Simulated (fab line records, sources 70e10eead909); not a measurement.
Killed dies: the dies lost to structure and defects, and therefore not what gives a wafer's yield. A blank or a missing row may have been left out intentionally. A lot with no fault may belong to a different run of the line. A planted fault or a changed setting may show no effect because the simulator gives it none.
8D (eight disciplines) problem report, filled in by code || flow nand_harc || the parts of the form that need people (team, actions taken, sign-off) are left out

1. PROBLEM STATEMENT
At NHARC_P_GATE_ETCH_104, oes_product_au averages 0.659 a.u. over 4 wafers from 2 lots, while fault-free wafers read 0.949 a.u., standard deviation 0.021. Relative to the usual mean, that is a shift of -14 standard deviations.
The step: etches the open film in CF4/CHF3, target depth 60 nm.
First observed at day 11 20:45: wafer L513.4, on rie_diel-05. The record holds 36 wafers of 12 lots with a number at this step. By rule, "out" or "out of limits" means more than 4 standard deviations away from the usual mean. The other wafers with a number count as sound.

2. WHAT THIS IS AND IS NOT
{"question": "which readings at this step", "is": "oes_product_au", "is not": "chamber_pressure_mTorr, rf_vpp_V, showerhead_plenum_p_Torr, throttle_valve_pct"}
{"question": "which lots", "is": "L513, L514", "is not": "L497, L500, L502, L504, L507, L509, L511, L515, L518, L519"}
{"question": "which wafers of those lots", "is": "L513.4, L513.5, L514.4, L514.5", "is not": "L513.3, L514.1"}
{"question": "read on which tools", "is": "rie_diel-05", "is not": "rie_diel-02, rie_diel-03"}
{"question": "when", "is": "from day 11 20:45", "is not": "up to then (22 sound wafers); but 10 sound wafers of L514, L515, L518, L519 came after"}

3. THE SUSPECTS, EACH WITH WHAT RULES IT OUT
Counting: any tool at a process step up to the reading remains a suspect provided it ran every lot that is out. Sound lots after the first of them don't rule it out here, since some wafers of a struck lot are sound.
- rie_diel-05 at NHARC_P_GATE_ETCH_104 (etches the open film in CF4/CHF3, target depth 60 nm): kept. It processed each lot that is out (first: L513, day 11 20:45); up to then, its last sound lot is L511 (day 11 05:06). Its own readings are out on those wafers: oes_product_au.
After counting, what remains is rie_diel-05 at NHARC_P_GATE_ETCH_104.

4. THE CAUSE (what the simulator had put in)
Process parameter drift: rie_diel-05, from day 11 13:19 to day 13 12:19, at NHARC_P_GATE_ETCH_104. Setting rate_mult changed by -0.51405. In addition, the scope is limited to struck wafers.
Only this tool survived the counting.

5. THE CHAIN OF EFFECTS, in route order
One row per reading whose mean, taken over the struck wafers that have a number, lies over 3 standard deviations from the usual. Only readings for which the record gives a usual standard deviation are gone through. hours: the time from each lot's start at the first step in this table that gives one to its start at this step, as a median over the lots. sigmas: the change in usual standard deviations.
{"hours": 0, "step": "NHARC_P_GATE_ETCH_104", "reading": "oes_product_au", "usual": "0.949 a.u.", "on struck wafers": 0.659, "change": -0.289, "sigmas": -14}
It contains these process steps:
- NHARC_P_GATE_ETCH_104: etches the open film in CF4/CHF3, target depth 60 nm.

6. WHAT WOULD HAVE CAUGHT IT SOONER
In this record the first reading out of limits was taken at day 11 20:45, 7 hours after the fault began at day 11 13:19.
